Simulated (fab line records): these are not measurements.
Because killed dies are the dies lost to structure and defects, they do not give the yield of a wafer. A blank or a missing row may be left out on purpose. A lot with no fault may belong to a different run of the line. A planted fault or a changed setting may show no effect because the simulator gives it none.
Split-lot study + flow n5-finfet + route with 1938 steps; 7 lots, 21 wafers read

## THE SPLIT ITSELF
At N5_BEOL_M0_SAQP_EXPOSE_37 (exposes mask M0 CUT1, target cd 30 nm), the setting dose-mj was moved away from the recipe's 44.75 on 7 of the 21 wafers read, by -7.2% to +3.2%. This setting was run at the recipe's value on the other wafers.

## FROM THE SPLIT TO THE READING: what the file shows between them, 2 steps
- N5_BEOL_M0_SAQP_PEB_38: peb time 60 s
- N5_BEOL_M0_SAQP_DEVELOP_39: develop time 30 s

## THE READING
At N5_BEOL_M0_SAQP_CD_MEAS_40: cd-nm in nanometres, against a target cd of 30 nm. On this fab line, fault-free wafers typically give 30.03 nm with a standard deviation of 0.27 nm.

| wafer  | tool, chamber at the split | dose-mj as run | against the recipe | cd-nm, nm | against lot-mates on the recipe |
|--------|----------------------------|----------------|--------------------|-----------|---------------------------------|
| L075.1 | euv-scanner-02, 0          | 44.75          | recipe             | 30.23     | -                               |
| L075.4 | euv-scanner-02, 0          | 44.75          | recipe             | 30.21     | -                               |
| L075.5 | euv-scanner-02, 0          | 41.53          | -7.2%              | 28.69     | -1.53                           |
| L078.1 | euv-scanner-01, 0          | 44.75          | recipe             | 29.92     | -                               |
| L078.2 | euv-scanner-01, 0          | 44.75          | recipe             | 30.25     | -                               |
| L078.4 | euv-scanner-01, 0          | 44.75          | recipe             | 30.16     | -                               |
| L084.2 | euv-scanner-01, 0          | 42.77          | -4.4%              | 28.97     | -1.05                           |
| L084.3 | euv-scanner-01, 0          | 44.75          | recipe             | 30.02     | -                               |
| L084.5 | euv-scanner-01, 0          | 44.75          | recipe             | 30.02     | -                               |
| L085.2 | euv-scanner-01, 0          | 43.35          | -3.1%              | 29.30     | -0.98                           |
| L085.4 | euv-scanner-01, 0          | 44.75          | recipe             | 30.28     | -                               |
| L085.6 | euv-scanner-01, 0          | 44.75          | recipe             | 30.29     | -                               |
| L089.1 | euv-scanner-01, 0          | 43.38          | -3.1%              | 29.53     | -0.56                           |
| L089.4 | euv-scanner-01, 0          | 43.38          | -3.1%              | 29.02     | -1.07                           |
| L089.5 | euv-scanner-01, 0          | 44.75          | recipe             | 30.09     | -                               |
| L096.1 | euv-scanner-01, 0          | 44.75          | recipe             | 29.90     | -                               |
| L096.2 | euv-scanner-01, 0          | 46.18          | +3.2%              | 30.60     | +0.70                           |
| L096.3 | euv-scanner-01, 0          | 46.18          | +3.2%              | 30.95     | +1.05                           |
| L097.2 | euv-scanner-01, 0          | 44.75          | recipe             | 30.35     | -                               |
| L097.4 | euv-scanner-01, 0          | 44.75          | recipe             | 30.17     | -                               |
| L097.6 | euv-scanner-01, 0          | 44.75          | recipe             | 29.66     | -                               |

FIT RESULTS
A straight line over all 21 wafers: cd-nm changes by +0.223 nm for each +1% of dose-mj; r = +0.94; the points scatter about the line by 0.2 nm.
The same after taking each lot's own level away (the mean of its wafers on the recipe; 21 wafers): +0.244 nm for each +1%; r = +0.96; scatter 0.18 nm.
The reading moves by 1.8 nm for the largest change in dose-mj, on that fit.
The span of the lots' own levels, 29.900 to 30.285 nm, comes to 1.4 times the standard deviation stated above.
Hence the lot-to-lot level has little effect on the slope; both slopes agree.
Check: -1.92 nm against its lot-mates is what the line predicts for one of the wafers moved furthest among these (-7.2%) when that wafer is left out of the fit. It came out at -1.53 nm against them.

## ADDITIONAL SPLITS CARRIED BY THESE WAFERS
Other splits were also applied to these wafers ahead of the reading. Each is held against what the fit with the lots' levels taken away leaves over:
| other split on the same wafers              | wafers away from the commonest value | r with cd-nm (lot level and that fit taken away) |
|---------------------------------------------|--------------------------------------|--------------------------------------------------|
| N5_MOL_CONTACT_COAG_EXPOSE_37 dose-mj       | 7                                    | +0.28                                            |
| N5_BEOL_M0_SAQP_SPACER2_ALD_26 target-thk-a | 3                                    | -0.11                                            |

## THE WHOLE CHAIN: every reading that the file lists as answering this split, in the file's order
| step                       | what it does           | reading                                                             | change (the file's fit)               | r (the file's) |
|----------------------------|------------------------|---------------------------------------------------------------------|---------------------------------------|----------------|
| N5_BEOL_M0_SAQP_CD_MEAS_40 | target cd 30 nm        | cd-nm                                                               | +0.238 nm for each +1% of the setting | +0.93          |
| N5_BEOL_M0_SAQP_DESCUM_45  | chemistry O2, time 7 s | BEOL_M0_SAQP.cd-nm (the simulator's own value, which no gauge read) | +0.202 nm for each +1% of the setting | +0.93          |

## THE FILE'S OWN FIT
cd-nm changes by +0.238 nm for each +1% of dose-mj, r = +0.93.
